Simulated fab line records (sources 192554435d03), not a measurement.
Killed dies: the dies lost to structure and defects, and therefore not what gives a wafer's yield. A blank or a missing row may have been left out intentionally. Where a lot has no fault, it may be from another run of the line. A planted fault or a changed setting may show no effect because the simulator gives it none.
Matching of chambers | flow n5 finfet | uv cure-03 running N5_BEOL_M9_CURE_71: 3 sister chambers
The step cures SiCOH lowk, time 240 s. 3 wafers are shown with their chamber, then 12 later ones without.

EACH WAFER AND ITS CHAMBER
wafer  | chamber | wafer_temp_C_max
L081.6 | 2       | 387.3
L084.5 | 0       | 387.5
L092.6 | 1       | 386.1

WAFERS WITH NO CHAMBER GIVEN
wafer  | wafer_temp_C_max
L097.2 | 387.9
L097.3 | 388.2
L097.5 | 388.2
L094.1 | 387.9
L094.4 | 388.6
L094.5 | 388.2
L096.1 | 388.3
L096.3 | 387.7
L096.6 | 386.4
L095.1 | 388.4
L095.3 | 388.0
L095.5 | 388.1

CHAMBER TAKEN BY EACH
wafer  | from the rows above          | in truth
L097.2 | can't be placed: 0 or 2      | 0
L097.3 | can't be placed: 0 or 2      | 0
L097.5 | can't be placed: 0 or 2      | 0
L094.1 | can't be placed: 0 or 2      | 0
L094.4 | can't be placed: 0 or 2      | 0
L094.5 | can't be placed: 0 or 2      | 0
L096.1 | can't be placed: 0 or 2      | 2
L096.3 | can't be placed: 0 or 2      | 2
L096.6 | can't be placed: 1 or 2 or 0 | 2
L095.1 | can't be placed: 0 or 2      | 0
L095.3 | can't be placed: 0 or 2      | 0
L095.5 | can't be placed: 0 or 2      | 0
Correct placement for 0 of the 12. Can't be placed from these rows: 12 (the true chamber is among the candidates in 12). Number placed wrongly: 0.
How it was worked out, from the rows above alone: a wafer's distance from a chamber is the root of the sum, over the readings, of the square of ((its reading less the chamber's mean) divided by the reading's scatter). If the next closest chamber is less than 2 further off than the closest, the wafer can't be placed; otherwise it belongs to the closest. The mean given for a chamber averages the wafers shown for that chamber. The scatter (one wafer shown for each chamber): square how far every hidden wafer sits from the nearest shown wafer, average those squares and take the square root.
